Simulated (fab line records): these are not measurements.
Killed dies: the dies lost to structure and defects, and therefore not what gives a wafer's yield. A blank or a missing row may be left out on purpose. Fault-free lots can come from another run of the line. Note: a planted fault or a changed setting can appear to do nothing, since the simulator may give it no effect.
Matching of chambers	flow nand_harc	pecvd-03 running NHARC_P_M0_PRE_CLEAN_31: 3 sister chambers
The step time 12 s. 3 wafers are shown with their chamber, then 12 later ones without.

WAFERS WITH THEIR CHAMBER
wafer	chamber	heater_power_w (W)
L088.4	0	532
L090.4	2	600
L090.6	1	672

WAFERS WITH NO CHAMBER GIVEN
wafer	heater_power_w (W)
L094.2	554
L094.3	584
L094.5	656
L095.3	572
L095.5	564
L095.6	521
L096.2	546
L096.3	586
L096.6	582
L097.3	543
L097.5	633
L097.6	526

WHICH CHAMBER EACH ONE RAN IN
wafer	from the rows above	in truth
L094.2	can't be placed: 0 or 2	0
L094.3	can't be placed: 2 or 0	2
L094.5	can't be placed: 1 or 2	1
L095.3	can't be placed: 2 or 0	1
L095.5	can't be placed: 0 or 2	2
L095.6	0	0
L096.2	can't be placed: 0 or 2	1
L096.3	can't be placed: 2 or 0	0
L096.6	can't be placed: 2 or 0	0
L097.3	0	0
L097.5	can't be placed: 2 or 1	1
L097.6	0	0
Placed correctly: 3 of 12. These rows do not allow placing 9 (true chamber among the candidates in 7). 0 placed wrongly.
How it was worked out, from the rows above alone: a wafer's distance from a chamber is the root of the sum, over the readings, of the square of ((its reading less the chamber's mean) divided by the reading's scatter). If the next closest chamber is less than 2 further off than the closest, the wafer can't be placed; otherwise it belongs to the closest. The mean given for a chamber averages the wafers shown for that chamber. The scatter: with one shown wafer a chamber, the root of the mean of the squares of how far each hidden wafer lies from its nearest shown one.
